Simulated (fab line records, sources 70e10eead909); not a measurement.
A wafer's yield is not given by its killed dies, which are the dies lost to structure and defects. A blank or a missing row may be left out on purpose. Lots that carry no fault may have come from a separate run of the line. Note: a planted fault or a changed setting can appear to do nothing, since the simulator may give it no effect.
Struck lot and sound lot, side by side ; flow nandHarc ; 15 steps out of a route of 1159
Sound: these wafers, L618.1, L618.2, L618.6. The struck wafers were L608.3, L608.4, L608.5. At the end, the cause is stated.
Per side, at each step with rows, come the tool, then ch with its chambers, and then its first start. Under that, the readings that differ: sound wafers ; struck wafers ; difference of the means ; sigmas: that difference in standard deviations of wafers without a fault.
alike: a reading whose means differ by less than 2 such deviations, as well as words and numbers matching on both sides. not compared: withheld readings; readings where some wafer has no value; bounds like >300 that might hide an equal value; numbers whose values overlap and for which the record gives no deviation.
Wherever a step has rows on one side only, a row that says differs or no value, or a row with sigmas, the two part there. Non-overlapping numbers with no deviation appear without sigmas and do not part them. A reading that every wafer of one side lacks parts them only if that side has two wafers or more.

first, 1 step without rows for these wafers: NHARC_A_CONTACT_DEVELOP_68 (develop time 35 s).
NHARC_A_CONTACT_CD_MEAS_69: the cd target is 200 nm.
  sound on cdSem-02 ch 0, day 20 23:13; struck on cdSem-03 ch 0, day 17 03:14
  alike: cdNm
NHARC_A_CONTACT_OVL_MEAS_70:
  sound on overlay-02 at day 20 23:19; struck on overlay-01 at day 17 03:19
  alike: overlayXNm, overlayYNm
NHARC_A_CONTACT_INSPECT_71:
  sound on defectInspect-01 at day 20 23:21; struck on defectInspect-01 at day 17 03:21
  alike: rawDefectCount
then, 1 step without rows for these wafers: NHARC_A_CONTACT_DESCUM_74 (chemistry O2, time 3 s).
NHARC_A_CONTACT_ETCH_75: etches the open film in CF4, target depth 39 nm, time 65 s.
  sound on rieDiel-13 ch 0,1,3, day 20 23:34; struck on rieDiel-06 ch 1,3, day 17 03:30
  alike: biasW, cf4FlowSccm, drypumpMotorCurrentA, oesProductAu, rfVppV, showerheadPlenumPTorr, throttleValvePct
  not compared: rfHoursCounterH
NHARC_A_CONTACT_ETCH_76: etches the open film in N2/H2, target depth 260 nm, time 475.3 s.
  sound on rieDiel-13 ch 2,3; struck on rieDiel-06 ch 0,2
  alike: biasW, chamberPressureMTorr, drypumpMotorCurrentA, oesProductAu, rfVppV, showerheadPlenumPTorr, throttleValvePct
  not compared: rfHoursCounterH
NHARC_A_CONTACT_ETCH_77: etches the open film in CF4/CHF3, target depth 72.6 nm, time 36.3 s.
  sound on rieDiel-13 ch 0,2,3; struck on rieDiel-06 ch 0,1
reading;sound;struck;difference;sigmas
rfVppV (V);369.9 371.9 374.7;368.9 367.7 365.8;-4.7;-2
  alike: biasW, cf4FlowSccm, drypumpMotorCurrentA, oesProductAu, showerheadPlenumPTorr, throttleValvePct
  not compared: rfHoursCounterH
then, 1 step without rows for these wafers: NHARC_A_CONTACT_ETCH_78 (etches the open film in O2/COS, target depth 2800 nm, time 728 s).
NHARC_A_CONTACT_ETCH_124: etches the open film in C4F8/O2/Ar, time 140 s, target depth 700 nm.
  sound on harCapEtch-02 ch 0,1, day 21 00:35; struck on harCapEtch-01 ch 0,1, day 17 04:37
  alike: chamberPressureMTorr, oesAirLineAu
  not compared: rfHoursCounterH
then, 1 step without rows for these wafers: NHARC_A_CONTACT_ETCH_125 (etches the open film in C4F8/O2/Ar, time 155 s, target depth 956 nm).
NHARC_A_CONTACT_ETCH_126: etches the open film in C4F8/O2/Ar, time 155 s, target depth 956 nm.
  sound on harCapEtch-02 ch 0,1, day 21 00:56; struck on harCapEtch-01 ch 0,1, day 17 04:56
  alike: chamberPressureMTorr, oesAirLineAu
  not compared: rfHoursCounterH
NHARC_A_CONTACT_ETCH_127: etches the open film in C4F8/O2/Ar, time 155 s, target depth 956 nm.
  sound on harCapEtch-02 ch 0,1, day 21 01:04; struck on harCapEtch-01 ch 0,1, day 17 05:05
  no value came back on the struck wafers for chamberPressureMTorr (mTorr), oesAirLineAu (a.u.); on the sound wafers chamberPressureMTorr (mTorr) reads 20.034 19.990 19.995
  not compared: rfHoursCounterH
then, 1 step without rows for these wafers: NHARC_A_CONTACT_ETCH_128 (etches the open film in C4F8/O2/Ar, time 155 s, target depth 956 nm).
-- break in the record here, with 3 days between the starts of the struck wafers on either side (left off in module A_CONTACT, picked up again in module END, where the first step shown is number 1159 on the route) --
NHARC_END_SORT_01:
  sound on prober-01 ch 0, day 23 14:26; struck on prober-02 ch 0, day 19 23:02
reading;sound;struck;difference;sigmas
killedAtArray;40 30;673 671 675;+638;+53
killedDies;44 35;677 677 677;+638;+53
  alike: killedAtOther, killedAtPeriphery, killedOpen, killedShort

## WHERE THEY PART
Last at NHARC_END_SORT_01 as far as this record goes, first at NHARC_A_CONTACT_ETCH_77.

WHY: whatever the simulator had introduced
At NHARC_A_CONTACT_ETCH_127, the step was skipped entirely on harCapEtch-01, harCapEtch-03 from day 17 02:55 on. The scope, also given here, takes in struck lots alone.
